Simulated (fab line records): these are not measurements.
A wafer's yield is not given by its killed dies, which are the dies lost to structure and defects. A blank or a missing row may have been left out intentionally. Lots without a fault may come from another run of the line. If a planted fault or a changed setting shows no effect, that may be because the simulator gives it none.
Which tool did it? | flow n5-finfet | 24 lots, 72 wafers sampled, at 6 steps of a route of 1938

WHAT THE GAUGES READ, wafer by wafer
N5_GATE_CUT_THK_MEAS_24.
lot  | measured     | on            | GC_FILL_THK (nm)
L074 | day 4 13:16  | film-metro-01 | 218.4 218.8 219.9
L075 | day 4 20:28  | film-metro-01 | 216.9 220.4 219.6
L076 | day 5 06:22  | film-metro-01 | 220.3 221.8 219.7
L077 | day 5 10:57  | film-metro-01 | 219.2 217.3 216.5
L078 | day 5 18:28  | film-metro-02 | 216.8 218.3 222.4
L079 | day 6 01:56  | film-metro-02 | 216.5 220.3 220.8
L080 | day 6 04:59  | film-metro-02 | 221.5 222.2 222.9
L081 | day 6 13:15  | film-metro-01 | 218.8 221.3 219.1
L082 | day 6 17:21  | film-metro-01 | 219.2 220.8 224.9
L083 | day 6 20:22  | film-metro-02 | 220.2 224.7 222.3
L084 | day 7 05:34  | film-metro-01 | 216.8 220.6 218.8
L085 | day 7 09:01  | film-metro-01 | 221.2 221.4 221.8
L086 | day 7 17:49  | film-metro-02 | 216.5 216.6 219.9
L087 | day 7 22:47  | film-metro-01 | 216.5 219.9 220.1
L088 | day 8 03:49  | film-metro-02 | 215.8 216.5 221.9
L089 | day 8 08:59  | film-metro-01 | 219.9 221.2 221.6
L090 | day 8 14:56  | film-metro-01 | 215.6 219.8 218.1
L091 | day 8 20:25  | film-metro-02 | 214.8 217.5 219.4
L092 | day 9 03:56  | film-metro-01 | 219.1 220.6 225.2
L093 | day 9 10:34  | film-metro-02 | 223.9 218.9 223.2
L094 | day 9 15:40  | film-metro-02 | 220.7 221.0 223.0
L095 | day 9 21:04  | film-metro-02 | 220.7 218.9 224.4
L096 | day 10 04:13 | film-metro-02 | 217.1 218.8 219.2
L097 | day 10 11:53 | film-metro-02 | 220.5 217.8 221.0

N5_MOL_CONTACT_COAG_CD_MEAS_08: target cd 28 nm.
lot  | measured     | on        | cd-nm (nm)
L074 | day 4 14:19  | cd-sem-02 | 27.64 28.33 27.78
L075 | day 4 21:39  | cd-sem-02 | 27.98 28.15 28.03
L076 | day 5 07:24  | cd-sem-03 | 27.93 27.82 27.74
L077 | day 5 11:59  | cd-sem-03 | 27.96 27.90 27.75
L078 | day 5 19:31  | cd-sem-03 | 28.21 27.61 28.09
L079 | day 6 02:58  | cd-sem-03 | 28.04 27.41 27.98
L080 | day 6 06:01  | cd-sem-03 | 27.62 28.31 27.76
L081 | day 6 14:17  | cd-sem-03 | 28.23 27.48 28.08
L082 | day 6 18:31  | cd-sem-03 | 27.91 27.62 27.98
L083 | day 6 21:32  | cd-sem-03 | 27.81 28.17 28.24
L084 | day 7 06:43  | cd-sem-02 | 28.05 28.32 28.08
L085 | day 7 10:11  | cd-sem-02 | 28.27 28.12 27.94
L086 | day 7 18:59  | cd-sem-01 | 28.16 27.85 27.87
L087 | day 7 23:50  | cd-sem-03 | 28.09 27.90 27.56
L088 | day 8 05:04  | cd-sem-01 | 27.86 27.71 27.97
L089 | day 8 10:01  | cd-sem-01 | 27.78 28.22 27.95
L090 | day 8 16:06  | cd-sem-01 | 27.62 28.00 28.27
L091 | day 8 21:27  | cd-sem-02 | 27.86 27.79 28.00
L092 | day 9 05:06  | cd-sem-03 | 27.93 28.08 27.86
L093 | day 9 11:36  | cd-sem-03 | 27.84 27.96 27.71
L094 | day 9 16:50  | cd-sem-01 | 28.26 27.94 27.94
L095 | day 9 22:06  | cd-sem-02 | 28.23 28.20 28.15
L096 | day 10 05:23 | cd-sem-02 | 27.97 28.15 27.96
L097 | day 10 12:55 | cd-sem-02 | 27.58 27.84 27.77

WHAT TOOL EACH LOT RAN ON (gives the tool, then ch and the chambers of the sampled wafers, and finally the start)
lot  | N5_HKMG_FIN_ETCH_67                | N5_GATE_CUT_ETCH_28                | N5_GATE_CUT_STRIP_42               | N5_GATE_CUT_STRIP_21
L074 | rie-diel-03 ch 1,2, day 4 04:38    | rie-diel-02 ch 1,2,3, day 4 10:41  | rie-diel-02 ch 1,2,3, day 4 10:53  | plasma-asher-01 ch 0,1, day 4 11:20
L075 | rie-diel-06 ch 0,1,2, day 4 11:44  | rie-diel-01 ch 0,1, day 4 17:46    | rie-diel-01 ch 0,1, day 4 17:59    | plasma-asher-02 ch 0,1, day 4 18:29
L076 | rie-diel-03 ch 0,3, day 4 16:56    | rie-diel-05 ch 1,2, day 4 23:17    | rie-diel-05 ch 1,2, day 4 23:30    | plasma-asher-01 ch 0,1, day 4 23:56
L077 | rie-diel-03 ch 0,1,3, day 4 21:56  | rie-diel-05 ch 0,1,2, day 5 08:22  | rie-diel-05 ch 0,1,2, day 5 08:35  | plasma-asher-02 ch 0,1, day 5 09:01
L078 | rie-diel-04 ch 0,3, day 5 09:33    | rie-diel-05 ch 1,2, day 5 15:53    | rie-diel-05 ch 1,2, day 5 16:06    | plasma-asher-02 ch 0,1, day 5 16:34
L079 | rie-diel-04 ch 1,2,3, day 5 16:47  | rie-diel-02 ch 0,2,3, day 5 23:11  | rie-diel-02 ch 0,2,3, day 5 23:23  | plasma-asher-01 ch 0,1, day 5 23:52
L080 | rie-diel-03 ch 0,1,2, day 5 19:25  | rie-diel-05 ch 0,1,2, day 6 02:00  | rie-diel-05 ch 0,1,2, day 6 02:13  | plasma-asher-01 ch 0,1, day 6 02:40
L081 | rie-diel-04 ch 0,2,3, day 6 04:19  | rie-diel-01 ch 0,2,3, day 6 10:21  | rie-diel-01 ch 0,2,3, day 6 10:34  | plasma-asher-02 ch 0,1, day 6 11:16
L082 | rie-diel-06 ch 0,1,3, day 6 08:59  | rie-diel-05 ch 1,2,3, day 6 14:43  | rie-diel-05 ch 1,2,3, day 6 14:56  | plasma-asher-02 ch 0,1, day 6 15:22
L083 | rie-diel-06 ch 1,2,3, day 6 11:17  | rie-diel-01 ch 0,1, day 6 17:39    | rie-diel-01 ch 0,1, day 6 17:52    | plasma-asher-02 ch 0,1, day 6 18:18
L084 | rie-diel-03 ch 1,2, day 6 21:04    | rie-diel-02 ch 1,2, day 7 02:47    | rie-diel-02 ch 1,2, day 7 02:59    | plasma-asher-01 ch 0,1, day 7 03:27
L085 | rie-diel-04 ch 0,1, day 7 00:10    | rie-diel-02 ch 0,1,3, day 7 06:15  | rie-diel-02 ch 0,1,3, day 7 06:28  | plasma-asher-02 ch 0,1, day 7 07:04
L086 | rie-diel-06 ch 0,1,2, day 7 08:31  | rie-diel-02 ch 0,1,2, day 7 14:25  | rie-diel-02 ch 0,1,2, day 7 14:38  | plasma-asher-01 ch 0,1, day 7 15:04
L087 | rie-diel-06 ch 0,1,2, day 7 12:34  | rie-diel-05 ch 1,2,3, day 7 19:59  | rie-diel-05 ch 1,2,3, day 7 20:12  | plasma-asher-02 ch 0,1, day 7 20:38
L088 | rie-diel-06 ch 1,2, day 7 17:58    | rie-diel-05 ch 0,3, day 8 01:14    | rie-diel-05 ch 0,3, day 8 01:26    | plasma-asher-02 ch 0,1, day 8 01:53
L089 | rie-diel-06 ch 0,2, day 8 00:07    | rie-diel-01 ch 0,1,3, day 8 06:13  | rie-diel-01 ch 0,1,3, day 8 06:25  | plasma-asher-02 ch 0, day 8 07:02
L090 | rie-diel-04 ch 0,1,2, day 8 06:19  | rie-diel-05 ch 1,2,3, day 8 12:21  | rie-diel-05 ch 1,2,3, day 8 12:34  | plasma-asher-02 ch 0,1, day 8 13:00
L091 | rie-diel-03 ch 0,3, day 8 11:48    | rie-diel-02 ch 0,3, day 8 17:50    | rie-diel-02 ch 0,3, day 8 18:02    | plasma-asher-01 ch 1, day 8 18:29
L092 | rie-diel-03 ch 0,1,3, day 8 18:44  | rie-diel-05 ch 0,1,2, day 9 01:19  | rie-diel-05 ch 0,1,2, day 9 01:31  | plasma-asher-02 ch 0,1, day 9 01:58
L093 | rie-diel-04 ch 0,1,3, day 9 02:00  | rie-diel-01 ch 1,2, day 9 07:58    | rie-diel-01 ch 1,2, day 9 08:11    | plasma-asher-02 ch 0,1, day 9 08:37
L094 | rie-diel-03 ch 1,3, day 9 06:50    | rie-diel-01 ch 0,1, day 9 12:36    | rie-diel-01 ch 0,1, day 9 12:49    | plasma-asher-02 ch 0,1, day 9 13:15
L095 | rie-diel-03 ch 1,3, day 9 12:45    | rie-diel-02 ch 0,1,3, day 9 18:28  | rie-diel-02 ch 0,1,3, day 9 18:41  | plasma-asher-01 ch 0,1, day 9 19:07
L096 | rie-diel-06 ch 0,3, day 9 19:27    | rie-diel-02 ch 0,1,3, day 10 01:25 | rie-diel-02 ch 0,1,3, day 10 01:37 | plasma-asher-01 ch 0,1, day 10 02:04
L097 | rie-diel-03 ch 1,2,3, day 10 02:34 | rie-diel-02 ch 0,1, day 10 09:15   | rie-diel-02 ch 0,1, day 10 09:28   | plasma-asher-01 ch 0,1, day 10 09:56
- N5_HKMG_FIN_ETCH_67: etches SOC in N2/H2, stops on TiN, target depth 388.9 nm.
- N5_GATE_CUT_ETCH_28: etches underlayer in N2/H2, target depth 13 nm, time 10.4 s.
- N5_GATE_CUT_STRIP_42: strips in O2.
- N5_GATE_CUT_STRIP_21: strips in N2/H2, time 30 s.

AS READ BY THE TOOLS THEMSELVES (means over the sampled wafers that have a number; for cases with no such wafer, the mark the record gives instead)
N5_HKMG_FIN_ETCH_67.
lot  | tool        | drypump-motor-current-A (A) | oes-product-au (a.u.) | rf-vpp-V (V) | showerhead-plenum-p-Torr (Torr) | throttle-valve-pct (%)
L074 | rie-diel-03 | 6.0                         | 0.69                  | 239.7        | 2.47                            | 18.12
L075 | rie-diel-06 | 5.1                         | 0.82                  | 239.6        | 2.47                            | 17.91
L076 | rie-diel-03 | 5.5                         | 0.86                  | 240.7        | 2.53                            | 17.83
L077 | rie-diel-03 | 6.0                         | 0.78                  | 240.1        | 2.47                            | 17.98
L078 | rie-diel-04 | 5.6                         | 0.84                  | 238.8        | 2.46                            | 17.84
L079 | rie-diel-04 | 5.9                         | 0.82                  | 240.3        | 2.49                            | 17.81
L080 | rie-diel-03 | 5.5                         | 0.86                  | 240.8        | 2.52                            | 17.86
L081 | rie-diel-04 | 5.7                         | 0.78                  | 240.2        | 2.48                            | 17.91
L082 | rie-diel-06 | 5.6                         | 0.79                  | 240.3        | 2.49                            | 17.92
L083 | rie-diel-06 | 5.7                         | 0.74                  | 239.7        | 2.47                            | 18.03
L084 | rie-diel-03 | 5.4                         | 0.84                  | 240.5        | 2.48                            | 17.76
L085 | rie-diel-04 | 5.9                         | 0.82                  | 239.6        | 2.48                            | 17.64
L086 | rie-diel-06 | 5.1                         | 0.79                  | 238.6        | 2.46                            | 17.95
L087 | rie-diel-06 | 5.1                         | 0.79                  | 239.5        | 2.46                            | 17.95
L088 | rie-diel-06 | 5.0                         | 0.78                  | 239.0        | 2.45                            | 17.96
L089 | rie-diel-06 | 5.2                         | 0.79                  | 240.1        | 2.46                            | 17.97
L090 | rie-diel-04 | 5.8                         | 0.76                  | 239.4        | 2.48                            | 17.83
L091 | rie-diel-03 | 6.0                         | 0.88                  | 242.0        | 2.66                            | 17.56
L092 | rie-diel-03 | 6.0                         | 0.81                  | 241.2        | 2.57                            | 17.86
L093 | rie-diel-04 | 5.8                         | 0.81                  | 240.1        | 2.46                            | 17.78
L094 | rie-diel-03 | 6.5                         | 0.74                  | 240.3        | 2.51                            | 18.00
L095 | rie-diel-03 | 6.5                         | 0.81                  | 241.5        | 2.60                            | 17.71
L096 | rie-diel-06 | 5.7                         | 0.84                  | 239.3        | 2.47                            | 17.85
L097 | rie-diel-03 | 6.0                         | 0.80                  | 240.7        | 2.54                            | 17.77

N5_GATE_CUT_ETCH_28.
lot  | tool        | drypump-motor-current-A (A) | etch-rf-on-time-s (s) | oes-product-au (a.u.) | rf-vpp-V (V) | showerhead-plenum-p-Torr (Torr) | throttle-valve-pct (%)
L074 | rie-diel-02 | 5.7                         | 10.41                 | 0.63                  | 523.6        | 2.53                            | 17.78
L075 | rie-diel-01 | 6.2                         | 10.47                 | 0.72                  | 523.1        | 2.50                            | 17.86
L076 | rie-diel-05 | 5.7                         | 10.72                 | 0.63                  | 523.9        | 2.50                            | 18.11
L077 | rie-diel-05 | 5.7                         | 10.51                 | 0.67                  | 524.5        | 2.58                            | 17.93
L078 | rie-diel-05 | 5.6                         | 10.75                 | 0.62                  | 525.8        | 2.56                            | 17.95
L079 | rie-diel-02 | 5.5                         | 10.32                 | 0.63                  | 522.3        | 2.50                            | 17.82
L080 | rie-diel-05 | 5.7                         | 10.53                 | 0.66                  | 525.2        | 2.58                            | 17.94
L081 | rie-diel-01 | 5.7                         | 10.54                 | 0.64                  | 522.5        | 2.50                            | 17.96
L082 | rie-diel-05 | 5.7                         | 10.75                 | 0.61                  | 524.9        | 2.56                            | 18.01
L083 | rie-diel-01 | 6.3                         | 10.53                 | 0.74                  | 524.1        | 2.55                            | 17.86
L084 | rie-diel-02 | 5.4                         | 10.40                 | 0.63                  | 525.4        | 2.56                            | 17.73
L085 | rie-diel-02 | 6.0                         | 10.25                 | 0.63                  | 523.7        | 2.53                            | 17.80
L086 | rie-diel-02 | 5.7                         | 10.28                 | 0.63                  | 524.2        | 2.55                            | 17.72
L087 | rie-diel-05 | 5.6                         | 10.60                 | 0.61                  | 523.9        | 2.56                            | 18.02
L088 | rie-diel-05 | 5.8                         | 10.23                 | 0.69                  | 527.5        | 2.66                            | 17.82
L089 | rie-diel-01 | 5.8                         | 10.52                 | 0.67                  | 522.5        | 2.49                            | 17.94
L090 | rie-diel-05 | 5.6                         | 10.68                 | 0.60                  | 523.6        | 2.56                            | 18.03
L091 | rie-diel-02 | 5.8                         | 10.30                 | 0.62                  | 522.7        | 2.50                            | 17.83
L092 | rie-diel-05 | 5.8                         | 10.67                 | 0.64                  | 523.9        | 2.57                            | 17.97
L093 | rie-diel-01 | 6.3                         | 10.64                 | 0.70                  | 525.9        | 2.61                            | 17.88
L094 | rie-diel-01 | 6.2                         | 10.59                 | 0.68                  | 522.7        | 2.48                            | 17.92
L095 | rie-diel-02 | 6.0                         | 10.37                 | 0.61                  | 523.2        | 2.52                            | 17.83
L096 | rie-diel-02 | 5.9                         | 10.37                 | 0.61                  | 522.5        | 2.52                            | 17.82
L097 | rie-diel-02 | 5.9                         | 10.19                 | 0.62                  | 525.0        | 2.55                            | 17.73

N5_GATE_CUT_STRIP_42.
lot  | tool        | drypump-motor-current-A (A) | oes-product-au (a.u.) | rf-vpp-V (V) | showerhead-plenum-p-Torr (Torr) | throttle-valve-pct (%)
L074 | rie-diel-02 | 5.7                         | 0.75                  | 4.1          | 2.09                            | 16.63
L075 | rie-diel-01 | 6.2                         | 0.86                  | 3.6          | 2.07                            | 16.77
L076 | rie-diel-05 | 5.7                         | 0.74                  | 3.7          | 2.06                            | 16.90
L077 | rie-diel-05 | 5.7                         | 0.78                  | 3.4          | 2.13                            | 16.75
L078 | rie-diel-05 | 5.6                         | 0.73                  | 3.7          | 2.11                            | 16.78
L079 | rie-diel-02 | 5.5                         | 0.74                  | 3.5          | 2.06                            | 16.60
L080 | rie-diel-05 | 5.7                         | 0.77                  | 3.6          | 2.13                            | 16.77
L081 | rie-diel-01 | 5.7                         | 0.75                  | 3.4          | 2.07                            | 16.81
L082 | rie-diel-05 | 5.6                         | 0.73                  | 3.6          | 2.12                            | 16.83
L083 | rie-diel-01 | 6.3                         | 0.88                  | 4.2          | 2.11                            | 16.63
L084 | rie-diel-02 | 5.3                         | 0.74                  | 3.6          | 2.11                            | 16.57
L085 | rie-diel-02 | 6.0                         | 0.73                  | 4.2          | 2.10                            | 16.69
L086 | rie-diel-02 | 5.6                         | 0.74                  | 3.6          | 2.12                            | 16.60
L087 | rie-diel-05 | 5.6                         | 0.72                  | 3.6          | 2.11                            | 16.85
L088 | rie-diel-05 | 5.8                         | 0.81                  | 3.9          | 2.19                            | 16.69
L089 | rie-diel-01 | 5.9                         | 0.80                  | 4.0          | 2.06                            | 16.76
L090 | rie-diel-05 | 5.6                         | 0.72                  | 3.5          | 2.11                            | 16.86
L091 | rie-diel-02 | 5.8                         | 0.72                  | 3.6          | 2.06                            | 16.66
L092 | rie-diel-05 | 5.7                         | 0.75                  | 4.1          | 2.12                            | 16.80
L093 | rie-diel-01 | 6.3                         | 0.83                  | 3.7          | 2.14                            | 16.60
L094 | rie-diel-01 | 6.2                         | 0.82                  | 4.2          | 2.06                            | 16.84
L095 | rie-diel-02 | 5.9                         | 0.71                  | 3.8          | 2.09                            | 16.72
L096 | rie-diel-02 | 5.9                         | 0.72                  | 3.6          | 2.09                            | 16.72
L097 | rie-diel-02 | 5.8                         | 0.71                  | 3.4          | 2.12                            | 16.66

N5_GATE_CUT_STRIP_21.
lot  | tool            | drypump-motor-current-A (A) | heater-power-w (W)
L074 | plasma-asher-01 | 5.72                        | 305
L075 | plasma-asher-02 | 5.85                        | 288
L076 | plasma-asher-01 | 5.74                        | 303
L077 | plasma-asher-02 | 5.78                        | 281
L078 | plasma-asher-02 | 5.77                        | 287
L079 | plasma-asher-01 | 5.77                        | 306
L080 | plasma-asher-01 | 5.77                        | 304
L081 | plasma-asher-02 | 5.85                        | 290
L082 | plasma-asher-02 | 5.85                        | 295
L083 | plasma-asher-02 | 5.85                        | 293
L084 | plasma-asher-01 | 5.77                        | 304
L085 | plasma-asher-02 | 5.75                        | 282
L086 | plasma-asher-01 | 5.71                        | 307
L087 | plasma-asher-02 | 5.84                        | 294
L088 | plasma-asher-02 | 5.86                        | 292
L089 | plasma-asher-02 | 5.67                        | 274
L090 | plasma-asher-02 | 5.75                        | 286
L091 | plasma-asher-01 | 5.67                        | 307
L092 | plasma-asher-02 | 5.85                        | 293
L093 | plasma-asher-02 | 5.85                        | 288
L094 | plasma-asher-02 | 5.77                        | 282
L095 | plasma-asher-01 | 5.77                        | 302
L096 | plasma-asher-01 | 5.76                        | 309
L097 | plasma-asher-01 | 5.75                        | 304

THE ANSWER, worked out from the rows above alone
Rule: what is usual is taken from the lots themselves. Put in order of their means at a reading, lots are off if they are a third of the lots or fewer, leave a main group of 4 or more, and stand apart from it by a gap of 3 or more times the standard deviation of the main group's means; of several such gaps the widest counts. Not used: any main group whose means are identical at the precision the tables above print for the reading. Also off: a lot with no number at a reading for which 4 or more lots have one. All remaining lots with rows at the step are treated as sound. The gauges are gone through in route order, then the tools' own readings, and for those a lot's mean is taken as printed above. The first step at which some lot is off is used, and at that step the reading that is off furthest; a lot without a number counts as furthest.
No lot is off on any of the readings shown, so nothing can be concluded from this.

WHAT WAS PUT IN BY THE SIMULATOR
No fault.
